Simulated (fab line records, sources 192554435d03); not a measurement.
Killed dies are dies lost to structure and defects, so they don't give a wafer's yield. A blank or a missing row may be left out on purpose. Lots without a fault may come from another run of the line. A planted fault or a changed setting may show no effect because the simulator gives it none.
A struck lot beside a sound one | flow n5_finfet | 36 steps out of a route of 1938
Sound: wafers L213.2, L213.3, L213.4. Struck: wafer L202.2. (L202.3, L202.4 of the same lot were not struck and are left out.) The cause comes at the end.
At each step with rows: each side's tool, then ch and its chambers, then its first start. Under that, the readings that differ: sound wafers | struck wafers | difference of the means | sigmas: that difference in standard deviations of wafers without a fault.
alike: readings whose means differ by less than 2 such deviations, and words and numbers that are the same on both sides. not compared: withheld readings, readings that some wafer has no value for, bounds like >300 that may hide the same value, and numbers for which the record gives no deviation and whose values overlap.
The two part at a step that has a row with sigmas, a row that says differs or no value, or rows on one side only. Numbers that don't overlap but have no deviation are shown without sigmas and don't part them. A reading that every wafer of one side lacks parts them only if that side has two wafers or more.

first, 9 steps without rows for these wafers: N5_BEOL_M4_ANNEAL_95 (time 240 s); N5_BEOL_M4_SPUTTER_96 (material Cu, target thk 4.5 nm, time 8.29 s); N5_BEOL_M4_ECD_50 (material Cu, target thk 300 nm); N5_BEOL_M4_ANNEAL_51 (time 90 s); N5_BEOL_M4_CMP_52 (polishes, stops on SiOC, t overpolish 6.8 s, target thk 40 nm); N5_BEOL_M4_PRE_CLEAN_60 (time 15 s); N5_BEOL_M4_CO_CAP_55 (material Co, precursor CCTBA/H2, target thk 2 nm, time 102.1 s); N5_BEOL_M4_PRE_CLEAN_56 (time 15 s); N5_BEOL_M4_DEP_57 (deposits SiCN from 3MS/NH3, target thk 8 nm, time 14 s).
N5_BEOL_M4_RC_MEAS_101:
  sound on prober-01 ch 0, day 13 17:31; struck on prober-01 ch 0, day 10 08:47
  alike: DIBL_N, DIBL_P, IOFF_N, IOFF_P, ION_N, ION_P, SS_N, SS_P, VT_N, VT_P
then, 24 steps without rows for these wafers: N5_BEOL_M5_ILD_DEP_00 (deposits SiCOH lowk from DEMS/porogen, target thk 140.64 nm, time 25.9 s); N5_BEOL_M5_CURE_79 (cures SiCOH lowk, time 240 s); N5_BEOL_M5_PECVD_70 (deposits SiO2 from TEOS/O2, target thk 16 nm, time 18 s); N5_BEOL_M5_HM_DEP_02 (deposits TiN, target thk 20 nm); N5_BEOL_M5_COAT_59 (time 60 s, resist thk 60 nm); N5_BEOL_M5_COAT_60 (time 60 s, resist thk 12 nm); N5_BEOL_M5_COAT_71 (time 60 s, resist thk 5 nm); N5_BEOL_M5_COAT_05 (resist thk 30 nm); N5_BEOL_M5_EBR_07; N5_BEOL_M5_SOFTBAKE_06 (time 60 s); N5_BEOL_M5_EXPOSE_08 (exposes mask M5, target cd 28 nm); N5_BEOL_M5_PEB_09 (peb time 60 s); N5_BEOL_M5_DEVELOP_10 (develop time 30 s); N5_BEOL_M5_DESCUM_16 (chemistry O2, time 7 s); N5_BEOL_M5_ETCH_72 (etches underlayer in N2/H2, target depth 6.5 nm, time 5.2 s); N5_BEOL_M5_ETCH_61 (etches SiARC in CF4, target depth 15.6 nm, time 26 s); N5_BEOL_M5_ETCH_62 (etches SOC in N2/H2, target depth 75 nm, overetch 15 nm, time 112.5 s); N5_BEOL_M5_STRIP_63 (strips in N2/H2); N5_BEOL_M5_STRIP_73 (strips in N2/H2); N5_BEOL_M5_STRIP_64 (strips in CF4); N5_BEOL_M5_HM_OPEN_17 (chemistry Cl2/BCl3, target TiN, target depth 20 nm, overetch 6 nm); N5_BEOL_M5_STRIP_19 (strips in O2); N5_BEOL_M5_COAT_65 (time 60 s, resist thk 60 nm); N5_BEOL_M5_COAT_66 (time 60 s, resist thk 12 nm).
-- the record jumps here: 4 days lie between the struck wafers' starts before and after (it left off in module BEOL_M5 and takes up again in module PASSIVATION, whose first step shown is number 1936 of the route) --
N5_PASSIVATION_PECVD_01: deposits SiNx from SiH4/NH3/N2, target thk 200 nm, time 43.2 s.
  sound on pecvd-01 ch 0,1,2, day 17 19:50; struck on pecvd-04 ch 0, day 14 02:53
  reading                                        | sound           | struck | difference | sigmas
  model.SiNx_of_PASSIVATION_PECVD_01.thk_nm (nm) | 198.6 197.4 199 | 211.8  | +13.5      |
  alike: heater_power_w, showerhead_plenum_p_Torr, throttle_valve_pct
N5_PASSIVATION_PROBE_49:
  the record has rows for the struck wafers here (prober-02, day 14 11:50) and none for the sound ones

WHERE THEY PART
Only at N5_PASSIVATION_PROBE_49, within this record.

WHY: what the simulator had put in
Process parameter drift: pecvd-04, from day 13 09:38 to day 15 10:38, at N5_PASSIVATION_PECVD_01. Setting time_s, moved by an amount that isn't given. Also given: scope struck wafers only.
